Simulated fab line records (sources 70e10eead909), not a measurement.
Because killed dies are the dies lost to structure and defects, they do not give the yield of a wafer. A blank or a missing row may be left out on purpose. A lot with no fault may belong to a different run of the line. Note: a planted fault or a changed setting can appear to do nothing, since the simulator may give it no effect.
Matching of chambers -- flow nand harc -- 4 sister chambers for NHARC_A_CONTACT_DESCUM_13 on rie diel-04
The step chemistry O2, time 3 s. 4 wafers are shown with their chamber, then 9 later ones without.

## WAFERS WITH THEIR CHAMBER
wafer,chamber,showerhead plenum p Torr (Torr)
L086.3,0,1.92
L089.1,1,1.81
L089.2,3,1.79
L089.3,2,2.00

## WAFERS WITHOUT THEIR CHAMBER
wafer,showerhead plenum p Torr (Torr)
L092.1,1.78
L092.2,1.92
L092.4,1.99
L097.1,1.78
L097.2,1.81
L097.4,1.99
L095.1,1.92
L095.2,1.81
L095.5,1.92

## WHICH CHAMBER EACH WENT THROUGH
wafer,from the rows above,in truth
L092.1,3,3
L092.2,0,0
L092.4,2,2
L097.1,3,3
L097.2,1,1
L097.4,2,2
L095.1,0,0
L095.2,1,1
L095.5,0,0
Placed correctly: 9 of 9. Left unplaced by these rows: 0. Wrongly placed: 0.
How it was worked out, from the rows above alone: a wafer's distance from a chamber is the root of the sum, over the readings, of the square of ((its reading less the chamber's mean) divided by the reading's scatter). The wafer belongs to the nearest chamber; if the next one is less than 2 further off, it can't be placed. Each chamber's mean is taken over the wafers shown for it. The scatter: root of mean squared gap, hidden wafer to nearest shown wafer, with one shown wafer a chamber.
